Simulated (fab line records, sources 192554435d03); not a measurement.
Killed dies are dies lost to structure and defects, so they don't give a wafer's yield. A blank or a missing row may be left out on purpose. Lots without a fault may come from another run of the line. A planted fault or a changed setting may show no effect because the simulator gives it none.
fab line records | flow n5_finfet
record lots=10 wafers=30 last_day=17
route steps=1938 shown BEOL_M1@811 BEOL_M4@1111 PASSIVATION@1936
lots that met no fault: from a run of the same line without faults
start_h: hours from the record's first day to the start of the lot's first wafer shown | wait_h: hours since the lot's step before | " the same as in the row above | L1.1+2: a row that stands for several wafers | - no value, or no start given | * or withheld: withheld | < > ~ a bound
route shown NAME@n: a module of which the file shows steps, and the number in the route of the first | usual: mean/standard deviation of fault-free wafers | same: alike in all rows | chamber/n: place in a boat | sites: the reading at each site | _std_site: their standard deviation | _edge_site: outer sites' mean less inner sites' | radius_mm: how far each site lies from the wafer's centre | mask NAME#n: copy n | behind: the tool/chamber that last shaped the wafer | hold: why the lot was held/for how many hours/how that ended | device: the transistor (n, p or np) that didn't switch | end of line: the same wafers' tests at the end of the route | a step without rows: its recipe alone | killed: dies lost to structure and defects at the first sort, not the wafer's yield | map: a wafer's dies, x killed, . not, _ none there
set.NAME: the setting as run; set.NAME@STEP: as run at that earlier step | model.NAME: the simulator's own value behind a step, which no gauge read
steps of the route over a sample of lots; a table a step, a row a wafer
services: from which hour (start_h, from the record's first day; less than 0 if before it) a tool's chamber was out of use, for how many hours, and why
## steps
# step N5_BEOL_M1_ALD_84
# recipe material=TaN target_thk_a=* temp_c=275 ald_precursor_family=PDMAT ald_co_reactant=NH3 pressure_torr=3 carrier_flow_sccm=1500 pulse_time_s=2 purge_time_s=3 co_reactant_purge_time_s=2 co_reactant_pulse_time_s=3 ald_cycles=30 precursor_vessel_temp_c=75 precursor_vessel_pressure_torr=26.25 precursor_vessel_carrier_sccm=1000
# usual heater_power_w=431/39 precursor_vessel_pressure_torr=26.25/0.055 susceptor_temp_C=274.99/0.19
# same co_reactant_pulse_time_s=3
# columns lot.wafer tool chamber start_h wait_h heater_power_w precursor_vessel_pressure_torr susceptor_temp_C
L582.1 ald_metal-03 2 128.55 0.0 465 26.16 275.16
L582.2 " 3 " " 396 26.12 275.19
L582.3 " 1 " " 401 26.25 274.83
L584.1 ald_metal-03 2 150.85 0.1 469 26.16 275.11
L584.4 " 0 " " 351 26.28 275.13
L584.5 " 2 " " 476 26.28 275.10
L589.1 ald_metal-02 3 169.00 0.0 487 26.21 275.03
L589.3 " 0 " " 423 26.36 274.87
L589.5 " 1 " " 413 26.10 274.78
L592.1 ald_metal-02 1 191.65 0.0 417 26.26 274.94
L592.5 " 1 " " 404 26.31 274.94
L592.6 " 2 " " 460 26.22 275.09
L594.1 ald_metal-04 2 202.18 0.1 425 26.15 275.24
L594.3 " 3 " " 458 26.28 274.69
L594.4 " 1 " " 367 26.22 274.91
L596.2 ald_metal-04 0 210.92 0.1 470 26.28 274.89
L596.3 " 1 " " 383 26.19 274.92
L596.5 " 2 " " 418 26.22 275.26
L599.1 ald_metal-03 2 231.21 0.1 467 26.23 275.02
L599.3 " 3 " " 398 26.24 274.87
L599.6 " 3 " " 399 26.21 275.14
L601.3 ald_metal-03 3 241.34 0.2 389 26.29 274.97
L601.5 " 3 " " 394 26.24 275.05
L601.6 " 0 " " 351 26.24 275.01
L604.4 ald_metal-03 1 265.23 0.1 407 26.32 275.05
L604.5 " 2 " " 476 26.14 275.45
L604.6 " 3 " " 401 26.20 275.13
L605.1 ald_metal-02 2 265.92 0.0 457 26.25 274.98
L605.2 " 3 " " 477 26.25 275.30
L605.6 " 0 " " 426 26.26 274.82
# step N5_BEOL_M1_ANNEAL_49
# recipe temp_c=400 time_s=240 ambient=vacuum
# usual heater_power_w=851/72 susceptor_temp_C=400.03/0.2 susceptor_temp_C_max=400.9/0.35
# columns lot.wafer tool chamber start_h wait_h heater_power_w susceptor_temp_C susceptor_temp_C_max
L582.1 pvd_sputter-01 - 129.15 0.0 928 400.13 401.5
L582.2 " - " " 755 399.92 400.7
L582.3 " - " " 938 400.32 401.0
L584.1 pvd_sputter-01 - 152.27 0.0 754 400.24 400.9
L584.4 " - " " 937 399.95 400.8
L584.5 " - " " 914 399.93 400.7
L589.1 pvd_sputter-02 - 169.54 0.0 818 399.84 401.2
L589.3 " - " " 849 399.75 400.4
L589.5 " - " " 884 399.91 400.5
L592.1 pvd_sputter-02 - 192.36 0.0 878 400.04 400.6
L592.5 " - " " 855 399.94 400.6
L592.6 " - " " 861 399.94 400.8
L594.1 pvd_sputter-02 - 202.82 0.0 847 400.03 400.8
L594.3 " - " " 860 400.06 400.6
L594.4 " - " " 871 400.07 400.9
L596.2 pvd_sputter-01 - 212.46 0.0 744 400.13 401.3
L596.3 " - " " 937 400.14 400.7
L596.5 " - " " 936 400.28 401.3
L599.1 pvd_sputter-02 - 231.86 0.0 848 399.74 400.5
L599.3 " - " " 914 400.00 400.7
L599.6 " - " " 860 399.93 400.4
L601.3 pvd_sputter-01 - 241.87 0.0 943 400.18 401.0
L601.5 " - " " 730 400.08 400.7
L601.6 " - " " 932 399.63 400.7
L604.4 pvd_sputter-02 - 265.82 0.0 861 399.86 400.4
L604.5 " - " " 854 399.95 401.1
L604.6 " - " " 930 399.98 400.9
L605.1 pvd_sputter-01 - 267.68 0.0 949 399.98 401.0
L605.2 " - " " 815 399.97 401.0
L605.6 " - " " 736 399.98 400.7
# step N5_BEOL_M1_ANNEAL_82
# recipe temp_c=400 time_s=240 ambient=vacuum
# usual heater_power_w=852/74 susceptor_temp_C=400.02/0.21 susceptor_temp_C_max=400.9/0.34
# columns lot.wafer tool chamber start_h wait_h heater_power_w susceptor_temp_C susceptor_temp_C_max
L582.1 pvd_sputter-01 - 129.59 0.0 935 400.23 401.3
L582.2 " - " " 745 399.89 400.8
L582.3 " - " " 947 399.80 400.6
L584.1 pvd_sputter-01 - 152.71 0.0 736 400.28 401.1
L584.4 " - " " 956 399.66 401.0
L584.5 " - " " 961 400.22 400.8
L589.1 pvd_sputter-02 - 169.98 0.0 828 399.81 400.6
L589.3 " - " " 861 400.33 400.8
L589.5 " - " " 875 400.40 400.9
L592.1 pvd_sputter-02 - 192.80 0.0 - - -
L592.5 " - " " - - -
L592.6 " - " " - - -
L594.1 pvd_sputter-02 - 203.26 0.0 - - -
L594.3 " - " " - - -
L594.4 " - " " - - -
L596.2 pvd_sputter-01 - 212.90 0.0 718 399.93 400.8
L596.3 " - " " 949 399.87 400.4
L596.5 " - " " 937 400.09 401.1
L599.1 pvd_sputter-02 - 232.30 0.0 834 399.90 400.7
L599.3 " - " " 918 399.73 400.6
L599.6 " - " " 861 400.13 400.7
L601.3 pvd_sputter-01 - 242.31 0.0 947 400.05 400.8
L601.5 " - " " 729 399.85 400.8
L601.6 " - " " 919 400.32 401.4
L604.4 pvd_sputter-02 - 266.26 0.0 862 399.89 400.5
L604.5 " - " " 837 399.84 400.9
L604.6 " - " " 931 400.08 400.8
L605.1 pvd_sputter-01 - 268.12 0.0 941 400.13 401.4
L605.2 " - " " 794 399.97 401.1
L605.6 " - " " 729 400.00 401.0
# step N5_BEOL_M1_SPUTTER_90
# recipe material=Cu target_thk_a=45 temp_c=-20 chamber_pressure_pa=0.07 power_w=withheld time_s=8.29
# usual susceptor_temp_C=-20.01/0.11 throttle_valve_pct=30.1/1.2
# columns lot.wafer tool chamber start_h wait_h susceptor_temp_C throttle_valve_pct
L582.1 pvd_sputter-01 - 130.17 0.1 -19.89 28.2
L582.2 " - " " -20.00 30.5
L582.3 " - " " -20.05 29.1
L584.1 pvd_sputter-01 - 153.29 0.1 -19.99 30.5
L584.4 " - " " -20.08 27.5
L584.5 " - " " -20.01 29.0
L589.1 pvd_sputter-02 - 170.56 0.1 -20.01 30.7
L589.3 " - " " -20.07 31.0
L589.5 " - " " -19.96 30.7
L592.1 pvd_sputter-02 - 193.38 0.1 -20.02 30.9
L592.5 " - " " -20.15 30.8
L592.6 " - " " -19.99 30.9
L594.1 pvd_sputter-02 - 203.84 0.1 -20.10 30.7
L594.3 " - " " -20.14 30.9
L594.4 " - " " -19.87 31.0
L596.2 pvd_sputter-01 - 213.48 0.1 -19.92 30.5
L596.3 " - " " -19.97 29.1
L596.5 " - " " -20.17 28.1
L599.1 pvd_sputter-02 - 232.88 0.1 -20.07 30.9
L599.3 " - " " -19.93 30.8
L599.6 " - " " -19.90 31.1
L601.3 pvd_sputter-01 - 242.89 0.1 -20.08 29.1
L601.5 " - " " -20.12 30.4
L601.6 " - " " -20.07 28.0
L604.4 pvd_sputter-02 - 266.84 0.1 -19.94 31.1
L604.5 " - " " -20.08 30.9
L604.6 " - " " -20.08 30.9
L605.1 pvd_sputter-01 - 268.70 0.1 -19.96 28.0
L605.2 " - " " -20.02 31.7
L605.6 " - " " -20.20 30.2
# step N5_BEOL_M4_RC_MEAS_101
# usual DIBL_N=35.8/1.6 DIBL_P=36.0/2.1 IOFF_N=0.153/0.026 IOFF_P=0.21/0.037 ION_N=673/11 ION_P=462/7.6 SS_N=71.4/0.53 SS_P=73.2/0.67 VT_N=250/3.2 VT_P=-250/3.7
# columns lot.wafer tool chamber start_h wait_h DIBL_N[mV/V] DIBL_P[mV/V] IOFF_N[nA/um] IOFF_P[nA/um] ION_N[uA/um] ION_P[uA/um] SS_N[mV/dec] SS_P[mV/dec] VT_N[mV] VT_P[mV]
L582.1 prober-02 0 169.42 0.0 37.3 39.2 0.188 0.26 684 476 70.9 74.0 245 -248
L582.2 " 0 " " 33.5 33.7 0.117 0.17 662 463 71.1 72.5 256 -251
L582.3 " 0 " " 37.9 38.8 0.207 0.27 700 476 71.1 74.2 243 -245
L584.1 prober-01 0 191.95 0.0 36.7 38.9 0.176 0.28 693 472 71.4 74.1 250 -243
L584.4 " 0 " " 37.7 40.2 0.201 0.32 682 477 72.1 74.1 246 -240
L584.5 " 0 " " 35.7 37.7 0.146 0.26 673 470 71.0 73.2 252 -244
L589.1 prober-01 0 207.77 0.0 33.7 33.4 0.121 0.17 658 458 70.6 72.8 253 -255
L589.3 " 0 " " 33.4 32.9 0.111 0.15 653 450 70.4 72.2 254 -253
L589.5 " 0 " " 31.5 30.3 0.091 0.13 647 445 70.2 72.0 256 -257
L592.1 prober-01 0 240.45 0.0 36.1 38.3 0.179 0.27 676 469 71.6 74.0 250 -243
L592.5 " 0 " " 35.8 37.3 0.177 0.27 675 474 71.6 74.0 247 -244
L592.6 " 0 " " 35.7 36.3 0.165 0.23 670 467 71.9 72.8 248 -248
L594.1 prober-02 0 240.69 0.0 33.4 32.2 0.113 0.16 656 449 71.4 71.8 254 -252
L594.3 " 0 " " 33.7 32.9 0.112 0.17 659 457 70.6 72.4 255 -251
L594.4 " 0 " " 36.6 37.2 0.168 0.23 684 465 71.2 73.2 249 -248
L596.2 prober-02 0 249.67 0.2 38.2 38.4 0.195 0.25 687 470 71.4 74.1 247 -247
L596.3 " 0 " " 36.9 36.4 0.161 0.22 676 463 71.7 73.1 248 -247
L596.5 " 0 " " 35.5 36.7 0.151 0.23 679 468 71.4 73.3 249 -247
L599.1 prober-01 0 275.89 0.0 35.1 36.0 0.145 0.19 665 459 70.7 73.7 251 -252
L599.3 " 0 " " 35.1 35.8 0.148 0.19 671 458 71.4 72.8 249 -250
L599.6 " 0 " " 37.1 38.2 0.178 0.22 678 460 72.4 74.1 249 -252
L601.3 prober-01 0 289.61 0.3 36.5 36.6 0.159 0.20 669 459 71.4 73.7 253 -251
L601.5 " 0 " " 37.5 37.0 0.174 0.21 680 464 72.2 73.4 250 -249
L601.6 " 0 " " 34.7 35.0 0.136 0.18 661 460 70.6 72.9 253 -254
L604.4 prober-01 0 302.60 0.5 33.2 32.0 0.110 0.15 664 457 70.9 71.6 256 -254
L604.5 " 0 " " 34.2 32.8 0.118 0.15 667 458 71.0 72.4 253 -256
L604.6 " 0 " " 37.3 37.4 0.188 0.24 685 467 71.0 73.3 246 -250
L605.1 prober-01 0 306.13 0.0 38.3 36.3 0.182 0.21 675 454 71.5 73.9 248 -251
L605.2 " 0 " " 34.6 32.5 0.124 0.17 668 456 71.3 72.6 254 -253
L605.6 " 0 " " 35.0 33.8 0.136 0.18 665 461 71.1 73.1 249 -253
# step N5_PASSIVATION_PROBE_49
# usual defect_limited_yield=91.3/1.5 killed_at_M0_to_M3=33/12 killed_at_M4_up=13/5.2 killed_at_contacts=13/6.7 killed_at_front_end=40/11 killed_at_other=4.1/2.7 killed_dies=103/17 killed_on_rim=14/4.2 killed_open=69/13 killed_short=33/8.4 sort_bin_5_function=5.1/1 sort_bin_6_memory=3.2/0.62 sort_n_pass=1077/17 sort_yield_pct=91.3/1.5
# same gross_dies=1180 killed_at_back_side=0 sort_bin_4_leakage[%]=0 sort_bin_8_speed[%]=0
# columns lot.wafer tool chamber start_h wait_h defect_limited_yield[%] killed_at_M0_to_M3 killed_at_M4_up killed_at_contacts killed_at_front_end killed_at_other killed_dies killed_on_rim killed_open killed_short sort_bin_5_function[%] sort_bin_6_memory[%] sort_n_pass sort_yield_pct[%]
L584.1 prober-02 - 297.92 0.0 90.8 15 8 20 55 10 108 15 64 40 5.8 3.0 1072 90.8
L584.4 prober-02 - 298.07 0.2 91.0 26 15 8 54 3 106 14 60 44 5.7 2.8 1074 91.0
L584.5 prober-02 - 298.12 0.2 91.1 19 10 17 49 10 105 18 68 37 5.6 2.9 1075 91.1
L599.1 prober-02 - 388.15 0.0 90.3 40 19 4 46 6 115 17 86 27 6.0 3.6 1065 90.3
L599.3 prober-02 - 388.25 0.1 93.7 29 11 8 24 2 74 4 49 24 3.3 2.8 1106 93.7
L599.6 prober-02 - 388.40 0.3 89.6 40 27 2 48 6 123 19 82 41 5.8 4.2 1057 89.6
L601.3 prober-01 - 395.10 0.1 93.6 16 6 12 40 1 75 8 54 18 3.8 2.5 1105 93.6
L601.5 prober-01 - 395.20 0.2 93.0 23 10 17 21 12 83 14 56 27 4.3 2.5 1097 93.0
L601.6 prober-01 - 395.25 0.3 90.9 18 19 20 44 6 107 14 69 35 5.2 3.6 1073 90.9
# killed by level:class
L584.1 FIN_SAQP:geometric_particle:open=17 MOL_CONTACT_COAG:geometric_particle:open=16 FIN_SAQP:geometric_particle:short=11 GATE_CUT:geometric_particle:short=9 STI_FIN_REVEAL:geometric_particle:open=5 BEOL_M0_SAQP:geometric_particle:open=5 MOL_CONTACT_COAG:geometric_particle:short=4 BEOL_M5:geometric_particle:open=4
L584.4 FIN_SAQP:geometric_particle:open=14 FIN_SAQP:geometric_particle:short=13 GATE_CUT:geometric_particle:short=9 STI_FIN_REVEAL:geometric_particle:open=7 MOL_CONTACT_COAG:geometric_particle:open=6 BEOL_M2:geometric_particle:open=5 BEOL_M3:geometric_particle:open=4 DUMMY_GATE:geometric_particle:open=3
L584.5 FIN_SAQP:geometric_particle:open=18 MOL_CONTACT_COAG:geometric_particle:open=14 STI_FIN_REVEAL:geometric_particle:open=7 BEOL_M0_SAQP:geometric_particle:open=7 GATE_CUT:geometric_particle:short=6 FIN_SAQP:geometric_particle:short=5 STI_FIN_REVEAL:geometric_particle:short=5 GATE_CUT:geometric_particle:open=3
L599.1 STI_FIN_REVEAL:geometric_particle:open=16 BEOL_M2:geometric_particle:open=12 BEOL_M1:geometric_particle:open=10 FIN_SAQP:geometric_particle:open=6 BEOL_M3:geometric_particle:open=6 FIN_SAQP:geometric_particle:short=5 BEOL_M0_SAQP:geometric_particle:open=5 DUMMY_GATE:geometric_particle:short=5
L599.3 BEOL_M2:geometric_particle:open=11 BEOL_M1:geometric_particle:open=9 FIN_SAQP:geometric_particle:open=6 MOL_CONTACT_COAG:geometric_particle:open=6 STI_FIN_REVEAL:geometric_particle:open=4 BEOL_M4:geometric_particle:open=4 FIN_SAQP:geometric_particle:short=3 DUMMY_GATE:geometric_particle:open=3
L599.6 BEOL_M4:geometric_particle:open=15 FIN_SAQP:geometric_particle:open=14 BEOL_M2:geometric_particle:open=10 FIN_SAQP:geometric_particle:short=9 BEOL_M0_SAQP:geometric_particle:short=9 DUMMY_GATE:geometric_particle:open=8 BEOL_M0_SAQP:geometric_particle:open=7 BEOL_M1:geometric_particle:open=5
L601.3 FIN_SAQP:geometric_particle:open=10 MOL_CONTACT_COAG:geometric_particle:open=10 GATE_CUT:geometric_particle:open=9 FIN_SAQP:geometric_particle:short=5 BEOL_M0_SAQP:geometric_particle:open=5 BEOL_M2:geometric_particle:open=4 STI_FIN_REVEAL:geometric_particle:open=3 DUMMY_GATE:geometric_particle:open=3
L601.5 MOL_CONTACT_COAG:geometric_particle:open=14 BEOL_M0_SAQP:geometric_particle:open=9 BEOL_M0_SAQP:geometric_particle:short=6 PASS1_CAP:geometric_particle:open=5 PASS1_CAP:geometric_particle:short=5 DUMMY_GATE:geometric_particle:open=4 ILD0:geometric_particle:open=4 BEOL_M4:geometric_particle:open=4
L601.6 MOL_CONTACT_COAG:geometric_particle:open=16 FIN_SAQP:geometric_particle:open=10 GATE_CUT:geometric_particle:short=7 BEOL_M2:geometric_particle:open=6 FIN_SAQP:geometric_particle:short=4 GATE_CUT:geometric_particle:open=4 BEOL_M4:geometric_particle:open=4 BEOL_M5:geometric_particle:open=4
## services
# columns tool chamber start_h hours kind
pvd_sputter-02 - 114.88 19.9 repair
pvd_sputter-01 - 143.08 4.3 repair
ald_metal-03 - 175.34 1.8 repair
ald_metal-02 3 178.85 12.1 repair
ald_metal-04 - 192.07 2.8 pm
ald_metal-02 3 209.07 23.7 repair
ald_metal-02 2 228.14 6.6 repair
ald_metal-03 - 242.97 0.4 repair
## key
first_sign step=N5_BEOL_M1_ANNEAL_82 reading=tool_record direction=missing
effect none on later readings
met_at N5_BEOL_M1_ANNEAL_82
struck_lots L592,L594
not_acting_at N5_BEOL_M1_ALD_84,N5_BEOL_M1_ANNEAL_49,N5_BEOL_M1_SPUTTER_90
onset_between 169.98 192.80
fault kind=skipped_step_whole tool=pvd_sputter-02 chamber=- onset_h=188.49 steps=N5_BEOL_M1_ANNEAL_82 scope=struck_lots_only
